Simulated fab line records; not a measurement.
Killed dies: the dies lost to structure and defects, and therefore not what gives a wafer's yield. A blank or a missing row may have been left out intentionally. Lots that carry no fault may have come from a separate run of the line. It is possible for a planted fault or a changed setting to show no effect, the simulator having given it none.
Which tool was responsible? | flow n5-finfet | Sampling: 19 lots, 57 wafers, 6 of 1938 route steps

## WHAT THE GAUGES SHOWED, per wafer
The record holds no reading of a measuring or inspecting step that can be judged against a usual standard deviation.

## TOOL THAT RAN EACH LOT (tool first, then ch and the chambers of the sampled wafers, then the start)
lot  | N5_BEOL_M5_ETCH_72                 | N5_BEOL_M5_STRIP_19                | N5_BEOL_M5_ETCH_67                 | N5_BEOL_M5_STRIP_91                           | N5_BEOL_M5_CURE_80            | N5_BEOL_M5_SPUTTER_90
L074 | rie-diel-04 ch 0,1, day 8 04:04    | rie-diel-04 ch 0,1,2, day 8 04:32  | rie-diel-03 ch 0,1,2, day 8 05:17  | rie-diel-03 ch 0,1,2, day 8 05:58 or earlier  | uv-cure-02 ch 2, day 8 05:58  | pvd-sputter-01, day 8 11:59
L075 | rie-diel-05 ch 0,1,2, day 8 11:10  | rie-diel-03 ch 0,2,3, day 8 11:31  | rie-diel-04 ch 0,2,3, day 8 15:01  | rie-diel-04 ch 0,2,3, day 8 15:40 or earlier  | uv-cure-03 ch 2, day 8 15:40  | pvd-sputter-01, day 8 21:49
L076 | rie-diel-04 ch 0,1,2, day 8 21:38  | rie-diel-03 ch 1,2,3, day 8 21:58  | rie-diel-04 ch 1,2,3, day 9 00:43  | rie-diel-04 ch 1,2,3, day 9 01:20 or earlier  | uv-cure-03 ch 1, day 9 01:20  | pvd-sputter-02, day 9 06:52
L077 | rie-diel-05 ch 2,3, day 9 04:22    | rie-diel-05 ch 1,2,3, day 9 04:41  | rie-diel-05 ch 0,1, day 9 06:14    | rie-diel-05 ch 0,1, day 9 06:54 or earlier    | uv-cure-01 ch 1, day 9 06:54  | pvd-sputter-01, day 9 12:55
L078 | rie-diel-04 ch 0,1,3, day 9 06:55  | rie-diel-03 ch 0,3, day 9 07:15    | rie-diel-05 ch 0,3, day 9 08:43    | rie-diel-05 ch 0,3, day 9 09:47 or earlier    | uv-cure-01 ch 0, day 9 09:47  | pvd-sputter-02, day 9 15:05
L079 | rie-diel-04 ch 0,2,3, day 9 21:08  | rie-diel-04 ch 1,2, day 9 21:28    | rie-diel-05 ch 2,3, day 9 22:35    | rie-diel-05 ch 2,3, day 9 23:08 or earlier    | uv-cure-01 ch 2, day 9 23:08  | pvd-sputter-02, day 10 04:56
L080 | rie-diel-05 ch 1,2, day 9 23:44    | rie-diel-05 ch 0,1, day 10 00:04   | rie-diel-04 ch 0,1,3, day 10 02:08 | rie-diel-04 ch 0,1,3, day 10 02:45 or earlier | uv-cure-02 ch 1, day 10 02:45 | pvd-sputter-03, day 10 08:07
L081 | rie-diel-05 ch 0,2,3, day 10 03:32 | rie-diel-05 ch 0,2,3, day 10 03:57 | rie-diel-04 ch 0,1,3, day 10 06:14 | rie-diel-04 ch 0,1,3, day 10 06:47 or earlier | uv-cure-01 ch 2, day 10 06:47 | pvd-sputter-03, day 10 12:35
L084 | rie-diel-05 ch 1,2,3, day 10 07:29 | rie-diel-05 ch 1,2, day 10 07:49   | rie-diel-05 ch 0,1, day 10 09:38   | rie-diel-05 ch 0,1, day 10 10:13 or earlier   | uv-cure-02 ch 0, day 10 10:13 | pvd-sputter-01, day 10 15:33
L085 | rie-diel-05 ch 0,2, day 11 05:40   | rie-diel-04 ch 1,2,3, day 11 06:05 | rie-diel-05 ch 0,2, day 11 06:50   | rie-diel-05 ch 0,2, day 11 07:46 or earlier   | uv-cure-02 ch 0, day 11 07:46 | pvd-sputter-03, day 11 13:05
L086 | rie-diel-04 ch 0,3, day 11 06:18   | rie-diel-05 ch 0,2, day 11 06:38   | rie-diel-05 ch 0,1,2, day 11 08:07 | rie-diel-05 ch 0,1,2, day 11 08:46 or earlier | uv-cure-02 ch 0, day 11 08:46 | pvd-sputter-02, day 11 13:56
L087 | rie-diel-04 ch 0,3, day 11 20:05   | rie-diel-05 ch 1,2, day 11 20:24   | rie-diel-04 ch 2,3, day 11 21:54   | rie-diel-04 ch 2,3, day 11 22:28 or earlier   | uv-cure-03 ch 2, day 11 22:28 | pvd-sputter-03, day 12 03:50
L088 | rie-diel-04 ch 0,3, day 11 23:10   | rie-diel-03 ch 0,3, day 11 23:32   | rie-diel-04 ch 0,2,3, day 12 01:43 | rie-diel-04 ch 0,2,3, day 12 02:20 or earlier | uv-cure-01 ch 0, day 12 02:20 | pvd-sputter-03, day 12 08:16
L090 | rie-diel-04 ch 0,1,3, day 12 02:28 | rie-diel-05 ch 0,1,2, day 12 02:47 | rie-diel-04 ch 1,2,3, day 12 03:28 | rie-diel-04 ch 1,2,3, day 12 04:02 or earlier | uv-cure-01 ch 0, day 12 04:02 | pvd-sputter-02, day 12 09:58
L092 | rie-diel-03 ch 1,2,3, day 12 17:23 | rie-diel-03 ch 1,2,3, day 12 17:43 | rie-diel-05 ch 2,3, day 12 18:47   | rie-diel-05 ch 2,3, day 12 19:29 or earlier   | uv-cure-03 ch 1, day 12 19:29 | pvd-sputter-02, day 13 02:08
L095 | rie-diel-05 ch 0,1,2, day 13 01:27 | rie-diel-04 ch 1,2,3, day 13 01:47 | rie-diel-04 ch 0,2,3, day 13 02:33 | rie-diel-04 ch 0,2,3, day 13 03:07 or earlier | uv-cure-02 ch 2, day 13 03:07 | pvd-sputter-01, day 13 08:41
L093 | rie-diel-04 ch 1,2,3, day 13 03:20 | rie-diel-04 ch 0,3, day 13 03:39   | rie-diel-05 ch 1,2, day 13 04:13   | rie-diel-05 ch 1,2, day 13 04:47 or earlier   | uv-cure-01 ch 2, day 13 04:47 | pvd-sputter-03, day 13 12:25
L096 | rie-diel-05 ch 1,2,3, day 13 16:37 | rie-diel-03 ch 0,1,2, day 13 16:57 | rie-diel-03 ch 0,1,2, day 13 19:38 | rie-diel-03 ch 0,1,2, day 13 20:12 or earlier | uv-cure-02 ch 0, day 13 20:12 | pvd-sputter-02, day 14 02:04
L097 | rie-diel-05 ch 0,2,3, day 13 20:06 | rie-diel-05 ch 0,3, day 13 20:29   | rie-diel-05 ch 0,1,2, day 13 23:25 | rie-diel-05 ch 0,1,2, day 14 00:05 or earlier | uv-cure-03 ch 0, day 14 00:05 | pvd-sputter-02, day 14 06:41
- N5_BEOL_M5_ETCH_72: etches underlayer in N2/H2, target depth 6.5 nm, time 5.2 s.
- N5_BEOL_M5_STRIP_19: strips in O2.
- N5_BEOL_M5_ETCH_67: etches SiARC in CF4, target depth 15.6 nm, time 26 s.
- N5_BEOL_M5_STRIP_91: strips in N2/H2, time 10 s.
- N5_BEOL_M5_CURE_80: cures SiCOH lowk, time 120 s.
- N5_BEOL_M5_SPUTTER_90: material Cu, target thk 4.5 nm, time 8.29 s.

## AS READ BY THE TOOLS THEMSELVES (means over the sampled wafers that have a number; for cases with no such wafer, the mark the record gives instead)
N5_BEOL_M5_ETCH_72.
lot  | tool        | drypump-motor-current-A (A) | etch-rf-on-time-s (s) | h2-flow-sccm (sccm) | oes-product-au (a.u.) | rf-fwd-power-W (W) | rf-vpp-V (V) | showerhead-plenum-p-Torr (Torr) | throttle-valve-pct (%)
L074 | rie-diel-04 | 5.7                         | 5.14                  | 200.1               | 0.70                  | 819.0              | 522.9        | 2.50                            | 18.06
L075 | rie-diel-05 | 5.7                         | 5.05                  | 200.4               | 0.74                  | 818.2              | 525.2        | 2.62                            | 17.86
L076 | rie-diel-04 | 5.5                         | 5.13                  | 199.7               | 0.66                  | 820.6              | 525.5        | 2.55                            | 17.89
L077 | rie-diel-05 | 5.4                         | 5.24                  | 199.9               | 0.68                  | 819.0              | 526.1        | 2.63                            | 17.85
L078 | rie-diel-04 | 5.9                         | 5.20                  | 200.5               | 0.66                  | 819.6              | 523.4        | 2.48                            | 17.92
L079 | rie-diel-04 | 5.7                         | 5.23                  | 199.9               | 0.62                  | 819.7              | 524.4        | 2.53                            | 17.77
L080 | rie-diel-05 | 5.4                         | 5.16                  | 200.3               | 0.72                  | 817.9              | 527.0        | 2.68                            | 17.81
L081 | rie-diel-05 | 5.7                         | 5.21                  | 200.5               | 0.67                  | 821.5              | 523.8        | 2.55                            | 17.95
L084 | rie-diel-05 | 5.4                         | 5.16                  | 200.1               | 0.69                  | 818.4              | 525.9        | 2.62                            | 17.79
L085 | rie-diel-05 | 6.0                         | 5.17                  | 199.4               | 0.72                  | 818.8              | 523.9        | 2.55                            | 18.08
L086 | rie-diel-04 | 6.1                         | 5.19                  | 200.5               | 0.62                  | 820.1              | 522.2        | 2.45                            | 17.82
L087 | rie-diel-04 | 6.1                         | 5.33                  | 200.8               | 0.61                  | 819.8              | 521.8        | 2.49                            | 17.82
L088 | rie-diel-04 | 6.2                         | 5.30                  | 199.7               | 0.61                  | 820.1              | 522.0        | 2.49                            | 17.81
L090 | rie-diel-04 | 5.9                         | 5.18                  | 200.1               | 0.64                  | 821.2              | 522.1        | 2.47                            | 17.99
L092 | rie-diel-03 | 6.1                         | 5.24                  | 200.0               | 0.68                  | 820.6              | 523.4        | 2.55                            | 17.86
L095 | rie-diel-05 | 5.7                         | 5.09                  | 200.6               | 0.70                  | 819.0              | 525.6        | 2.61                            | 17.94
L093 | rie-diel-04 | 5.4                         | 5.13                  | 199.5               | 0.63                  | 818.7              | 523.1        | 2.50                            | 17.96
L096 | rie-diel-05 | 5.3                         | 5.19                  | 199.8               | 0.73                  | 818.8              | 523.8        | 2.61                            | 17.68
L097 | rie-diel-05 | 5.7                         | 5.24                  | 199.2               | 0.72                  | 819.2              | 522.5        | 2.54                            | 17.86

N5_BEOL_M5_STRIP_19.
lot  | tool        | drypump-motor-current-A (A) | oes-product-au (a.u.) | rf-vpp-V (V) | showerhead-plenum-p-Torr (Torr) | throttle-valve-pct (%)
L074 | rie-diel-04 | 5.5                         | 0.77                  | 4.0          | 2.10                            | 16.68
L075 | rie-diel-03 | 5.9                         | 0.84                  | 3.7          | 2.15                            | 16.62
L076 | rie-diel-03 | 6.1                         | 0.83                  | 3.3          | 2.12                            | 16.61
L077 | rie-diel-05 | 5.3                         | 0.80                  | 3.3          | 2.17                            | 16.55
L078 | rie-diel-03 | 5.6                         | 0.80                  | 3.3          | 2.14                            | 16.78
L079 | rie-diel-04 | 5.0                         | 0.76                  | 3.9          | 2.13                            | 16.66
L080 | rie-diel-05 | 5.6                         | 0.85                  | 3.8          | 2.15                            | 16.58
L081 | rie-diel-05 | 5.7                         | 0.80                  | 3.7          | 2.11                            | 16.71
L084 | rie-diel-05 | 5.4                         | 0.84                  | 3.8          | 2.21                            | 16.55
L085 | rie-diel-04 | 5.4                         | 0.76                  | 3.6          | 2.06                            | 16.70
L086 | rie-diel-05 | 5.7                         | 0.83                  | 4.0          | 2.15                            | 16.70
L087 | rie-diel-05 | 5.4                         | 0.83                  | 3.1          | 2.21                            | 16.56
L088 | rie-diel-03 | 5.8                         | 0.84                  | 4.1          | 2.17                            | 16.76
L090 | rie-diel-05 | 5.7                         | 0.83                  | 3.5          | 2.15                            | 16.67
L092 | rie-diel-03 | 6.1                         | 0.80                  | 4.5          | 2.11                            | 16.66
L095 | rie-diel-04 | 5.4                         | 0.75                  | 3.3          | 2.06                            | 16.72
L093 | rie-diel-04 | 6.2                         | 0.72                  | 3.6          | 2.05                            | 16.70
L096 | rie-diel-03 | 5.9                         | 0.74                  | 3.5          | 2.06                            | 16.72
L097 | rie-diel-05 | 5.6                         | 0.90                  | 3.3          | 2.05                            | 16.46

N5_BEOL_M5_ETCH_67.
lot  | tool        | drypump-motor-current-A (A) | etch-rf-on-time-s (s) | oes-product-au (a.u.) | rf-fwd-power-W (W) | rf-vpp-V (V) | showerhead-plenum-p-Torr (Torr) | throttle-valve-pct (%)
L074 | rie-diel-03 | 5.9                         | 26.1                  | 0.66                  | 531.4              | 184.1        | 2.12                            | 15.62
L075 | rie-diel-04 | 5.7                         | 25.9                  | 0.63                  | 531.7              | 184.7        | 2.14                            | 15.54
L076 | rie-diel-04 | 5.4                         | 25.5                  | 0.66                  | 531.7              | 184.0        | 2.12                            | 15.64
L077 | rie-diel-05 | 5.6                         | 25.0                  | 0.75                  | 532.4              | 183.9        | 2.20                            | 15.49
L078 | rie-diel-05 | 5.6                         | 26.2                  | 0.64                  | 530.0              | 183.4        | 2.11                            | 15.67
L079 | rie-diel-05 | 5.3                         | 26.2                  | 0.63                  | 531.6              | 184.5        | 2.16                            | 15.58
L080 | rie-diel-04 | 5.9                         | 25.6                  | 0.66                  | 532.8              | 183.0        | 2.09                            | 15.69
L081 | rie-diel-04 | 5.9                         | 25.6                  | 0.66                  | 530.9              | 183.9        | 2.09                            | 15.69
L084 | rie-diel-05 | 5.6                         | 25.5                  | 0.73                  | 532.7              | 184.8        | 2.20                            | 15.52
L085 | rie-diel-05 | 6.0                         | 25.9                  | 0.72                  | 532.8              | 184.2        | 2.13                            | 15.69
L086 | rie-diel-05 | 5.7                         | 25.6                  | 0.72                  | 530.8              | 184.1        | 2.19                            | 15.54
L087 | rie-diel-04 | 5.2                         | 26.1                  | 0.61                  | 534.1              | 183.3        | 2.16                            | 15.56
L088 | rie-diel-04 | 5.7                         | 26.0                  | 0.61                  | 532.8              | 183.1        | 2.13                            | 15.60
L090 | rie-diel-04 | 5.4                         | 25.7                  | 0.64                  | 532.6              | 184.3        | 2.11                            | 15.69
L092 | rie-diel-05 | 5.4                         | 26.2                  | 0.74                  | 531.7              | 184.2        | 2.20                            | 15.39
L095 | rie-diel-04 | 5.7                         | 26.2                  | 0.61                  | 532.6              | 183.9        | 2.13                            | 15.61
L093 | rie-diel-05 | 5.3                         | 25.4                  | 0.71                  | 531.8              | 186.0        | 2.25                            | 15.46
L096 | rie-diel-03 | 5.9                         | 26.1                  | 0.63                  | 532.0              | 182.9        | 2.11                            | 15.70
L097 | rie-diel-05 | 5.7                         | 25.4                  | 0.70                  | 532.6              | 184.0        | 2.18                            | 15.61

N5_BEOL_M5_STRIP_91.
lot  | tool        | bias-power-w (W) | drypump-motor-current-A (A) | h2-flow-sccm (sccm) | oes-product-au (a.u.) | rf-vpp-V (V) | showerhead-plenum-p-Torr (Torr) | throttle-valve-pct (%)
L074 | rie-diel-03 | 7.010            | 5.9                         | 199.6               | 0.78                  | 58.4         | 2.51                            | 23.48
L075 | rie-diel-04 | 6.990            | 5.7                         | 199.9               | 0.74                  | 59.0         | 2.53                            | 23.47
L076 | rie-diel-04 | 6.995            | 5.4                         | 200.3               | 0.77                  | 58.6         | 2.51                            | 23.74
L077 | rie-diel-05 | 6.985            | 5.6                         | 200.4               | 0.86                  | 59.8         | 2.62                            | 23.67
L078 | rie-diel-05 | 7.004            | 5.6                         | 200.2               | 0.75                  | 59.4         | 2.49                            | 23.68
L079 | rie-diel-05 | 7.000            | 5.3                         | 199.9               | 0.75                  | 58.9         | 2.56                            | 23.60
L080 | rie-diel-04 | 7.006            | 5.9                         | 199.7               | 0.77                  | 57.6         | 2.47                            | 23.75
L081 | rie-diel-04 | 6.975            | 5.9                         | 199.8               | 0.77                  | 58.4         | 2.47                            | 23.76
L084 | rie-diel-05 | 7.017            | 5.7                         | 200.4               | 0.85                  | 59.5         | 2.61                            | 23.67
L085 | rie-diel-05 | 7.018            | 6.0                         | 200.1               | 0.84                  | 59.3         | 2.54                            | 24.02
L086 | rie-diel-05 | 7.000            | 5.7                         | 199.9               | 0.84                  | 58.9         | 2.61                            | 23.80
L087 | rie-diel-04 | 7.001            | 5.2                         | 199.7               | 0.72                  | 59.2         | 2.56                            | 23.51
L088 | rie-diel-04 | 7.007            | 5.7                         | 199.8               | 0.72                  | 59.2         | 2.52                            | 23.51
L090 | rie-diel-04 | 6.995            | 5.4                         | 200.3               | 0.75                  | 59.1         | 2.50                            | 23.77
L092 | rie-diel-05 | 6.973            | 5.4                         | 199.4               | 0.87                  | 59.7         | 2.61                            | 23.66
L095 | rie-diel-04 | 6.991            | 5.7                         | 199.6               | 0.71                  | 59.7         | 2.52                            | 23.53
L093 | rie-diel-05 | 6.997            | 5.4                         | 200.2               | 0.83                  | 59.8         | 2.67                            | 23.62
L096 | rie-diel-03 | 6.995            | 5.9                         | 199.7               | 0.74                  | 58.0         | 2.49                            | 23.52
L097 | rie-diel-05 | 7.006            | 5.7                         | 200.2               | 0.81                  | 59.2         | 2.60                            | 23.84

N5_BEOL_M5_CURE_80.
lot  | tool       | lamp-power-pct (%) | wafer_temp_C_max
L074 | uv-cure-02 | 52.31              | 371.7
L075 | uv-cure-03 | 52.30              | 371.3
L076 | uv-cure-03 | 52.28              | 372.2
L077 | uv-cure-01 | 52.29              | 371.1
L078 | uv-cure-01 | 52.32              | 372.2
L079 | uv-cure-01 | 52.32              | 371.5
L080 | uv-cure-02 | 52.27              | 371.7
L081 | uv-cure-01 | 52.34              | 371.3
L084 | uv-cure-02 | 52.31              | 371.6
L085 | uv-cure-02 | 52.30              | 371.6
L086 | uv-cure-02 | 52.33              | 371.5
L087 | uv-cure-03 | 52.34              | 371.5
L088 | uv-cure-01 | 52.31              | 372.0
L090 | uv-cure-01 | 52.29              | 372.0
L092 | uv-cure-03 | 52.33              | 372.6
L095 | uv-cure-02 | 52.35              | 371.8
L093 | uv-cure-01 | 52.33              | 371.3
L096 | uv-cure-02 | 52.31              | 371.6
L097 | uv-cure-03 | 52.31              | 371.3

N5_BEOL_M5_SPUTTER_90.
lot  | tool           | substrate-temp-c (C) | throttle-valve-pct (%)
L074 | pvd-sputter-01 | -20.07               | 29.7
L075 | pvd-sputter-01 | -20.06               | 29.8
L076 | pvd-sputter-02 | -20.03               | 29.0
L077 | pvd-sputter-01 | -20.16               | 29.7
L078 | pvd-sputter-02 | -19.95               | 29.8
L079 | pvd-sputter-02 | -20.01               | 30.6
L080 | pvd-sputter-03 | -20.06               | 30.3
L081 | pvd-sputter-03 | -19.94               | 30.3
L084 | pvd-sputter-01 | -20.03               | 29.9
L085 | pvd-sputter-03 | -19.99               | 31.7
L086 | pvd-sputter-02 | -20.05               | 30.4
L087 | pvd-sputter-03 | -19.93               | 31.0
L088 | pvd-sputter-03 | -19.95               | 31.0
L090 | pvd-sputter-02 | -19.94               | 29.7
L092 | pvd-sputter-02 | -20.05               | 28.9
L095 | pvd-sputter-01 | -19.95               | 29.8
L093 | pvd-sputter-03 | -20.09               | 30.3
L096 | pvd-sputter-02 | -19.97               | 29.7
L097 | pvd-sputter-02 | -19.95               | 29.6

## THE ANSWER, worked out from the rows above alone
Rule: usual is defined by the lots themselves. Put in order of their means at a reading, lots are off if they are a third of the lots or fewer, leave a main group of 4 or more, and stand apart from it by a gap of 3 or more times the standard deviation of the main group's means; of several such gaps the widest counts. A main group whose means are all the same, to the digits that the tables above print for the reading, isn't used. A lot without any number at a reading at which 4 lots or more have one is off too. Any other lot the step has rows for is counted as sound. After the gauges, taken in route order, come the tools' own readings; for these a lot's mean is taken, as printed above. The first step at which some lot is off is used, and at that step the reading that is off furthest; a lot without a number counts as furthest.
None of the lots is off at any reading shown; this tells nothing.

## WHAT THE SIMULATOR HAD INSERTED
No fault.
